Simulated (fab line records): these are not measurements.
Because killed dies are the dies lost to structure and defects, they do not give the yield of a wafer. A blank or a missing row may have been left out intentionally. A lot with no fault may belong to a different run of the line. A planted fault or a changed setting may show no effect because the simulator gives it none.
Chamber matching | flow nand-harc | NHARC_P_M1_CMP_23 on cmp-01 has 4 sister chambers
The step polishes, t overpolish 20 s, target thk 157.82 nm. 8 wafers are shown with their chamber, then 7 later ones without.

WAFERS, EACH WITH ITS CHAMBER
wafer  | chamber | motor-current-A (A) | time-to-endpoint-s (s)
L415.6 | 3       | 11.1                | 23
L424.1 | 1       | 11.5                | 28
L424.5 | 0       | 12.1                | 30
L426.1 | 0       | 13.3                | 32
L426.3 | 1       | 11.1                | 30
L426.5 | 2       | 10.6                | 32
L429.3 | 3       | 11.0                | 26
L429.4 | 2       | 10.4                | 35

WAFERS MISSING THEIR CHAMBER
wafer  | motor-current-A (A) | time-to-endpoint-s (s)
L429.6 | 12.8                | 34
L432.1 | 11.5                | 29
L432.2 | 10.0                | 36
L432.5 | 10.7                | 32
L433.1 | 11.1                | 25
L433.2 | 12.6                | 33
L433.5 | 11.5                | 29

CHAMBER TAKEN BY EACH
wafer  | from the rows above     | in truth
L429.6 | 0                       | 0
L432.1 | 1                       | 1
L432.2 | 2                       | 2
L432.5 | can't be placed: 2 or 1 | 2
L433.1 | can't be placed: 3 or 1 | 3
L433.2 | 0                       | 0
L433.5 | 1                       | 1
Correctly placed: 5 of 7. Not placeable from these rows: 2 (in 2, the candidates include the true chamber). Placed wrongly: 0.
How it was worked out, from the rows above alone: a wafer's distance from a chamber is the root of the sum, over the readings, of the square of ((its reading less the chamber's mean) divided by the reading's scatter). The wafer belongs to the nearest chamber; if the next one is less than 2 further off, it can't be placed. The mean given for a chamber averages the wafers shown for that chamber. The scatter is the square root of a quotient: the sum, over the shown wafers, of each reading's squared deviation from its chamber's mean, divided by wafers minus chambers.
